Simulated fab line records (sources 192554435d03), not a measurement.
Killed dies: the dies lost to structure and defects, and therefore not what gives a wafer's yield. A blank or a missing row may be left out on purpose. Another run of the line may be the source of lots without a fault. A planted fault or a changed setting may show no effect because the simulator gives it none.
2 desks looking at one fault    flow n5Finfet    every desk sees just its own numbers, and what lay behind them comes last

== THE METROLOGY DESK ==
Means of the sampled wafers that have a number, per lot and without regard to the tool the lot ran on: this is what the gauges read. A lot is out of limits, marked OUT, if its mean lies more than 4 standard deviations from the usual mean; the brackets give that distance. It has 14 readings, of which 7 appear: the earliest out of limits, and the ones furthest out on some lot.
Columns: A = DIBL_N at N5_BEOL_M4_RC_MEAS_101, usual 36.2 mV/V; B = IOFF_N at N5_BEOL_M4_RC_MEAS_101, usual 0.16 nA/um; C = IOFF_N_85C at N5_BEOL_M4_RC_MEAS_101, usual 3.1 nA/um; D = IOFF_N_LIN at N5_BEOL_M4_RC_MEAS_101, usual 0.073 nA/um; E = REXT_N at N5_BEOL_M4_RC_MEAS_101, usual 74.9 ohm.um; F = SS_N at N5_BEOL_M4_RC_MEAS_101, usual 71.4 mV/dec; G = VT_N_LVT at N5_BEOL_M4_RC_MEAS_101, usual 99 mV
lot   first seen here  A     B                C               D      E                F     G
L859  day 8 04:59      36.1  0.14             2.8             0.066  73.9             71.4  99
L861  day 8 11:39      36.6  0.16             3.1             0.074  73.7             71.7  98
L862  day 8 13:38      36.9  0.17             3.2             0.078  75.3             71.7  98
L863  day 9 05:44      42.4  0.30 (+4.5) OUT  5.4 (+4.4) OUT  0.105  67.7 (-4.5) OUT  73.5  90
L864  day 9 08:32      39.0  0.24             4.4             0.089  70.5             72.3  95
L876  day 12 09:08     35.5  0.13             2.6             0.063  73.2             71.6  102
L877  day 12 22:08     34.9  0.15             3.0             0.073  74.8             71.2  98
L880  day 13 06:59     35.6  0.15             2.9             0.068  77.0             71.4  103
L878  day 14 05:20     35.6  0.15             3.0             0.072  75.0             71.7  98
L881  day 14 11:01     34.7  0.13             2.6             0.064  74.1             70.5  102
Per this desk, out of limits: L863; the first was L863, day 9 05:44 (IOFF_N at N5_BEOL_M4_RC_MEAS_101). L859, L861, L862, L864, L876, L877, L880, L878, L881: within limits.

== FOR THE TOOL OWNER'S DESK: epiRpcvd-01 ==
The tool's own readings at N5_SD_EPI_N_VAPOR_ETCH_50 (etches Si in HCl, time 54 s): means of the sampled wafers that have a number, for each lot that ran on this tool. A lot is out of limits, marked OUT, if its mean lies more than 4 standard deviations from the usual mean; the brackets give that distance.
Columns: A = throttleValvePct at N5_SD_EPI_N_VAPOR_ETCH_50, usual 12.0 %
lot   first seen here  A
L861  day 3 15:14      11.7
L862  day 3 20:19      11.8
L863  day 4 02:00      11.8
L864  day 4 08:07      11.7
L878  day 8 00:27      11.7
L880  day 8 11:38      11.9
L881  day 8 16:44      11.8
Result from this desk: across the 7 lots, nothing is out of limits.

== ALL TOGETHER ==
At day 9 05:44 the metrology desk could have sounded an alarm, on L863.
The desk of the tool owner found nothing out of limits.
Tool owner's desk: L863 on record, inside its limits.
Of the lots named, all ran N5_SD_EPI_N_VAPOR_ETCH_50 on epiRpcvd-01.

== WHAT THE SIMULATOR HAD INSERTED ==
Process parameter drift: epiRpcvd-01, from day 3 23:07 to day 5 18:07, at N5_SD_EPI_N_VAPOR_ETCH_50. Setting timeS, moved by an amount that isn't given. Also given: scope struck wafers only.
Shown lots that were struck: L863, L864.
Delay in hours, fault start to first out-of-limits reading, per desk: metrology desk 127.
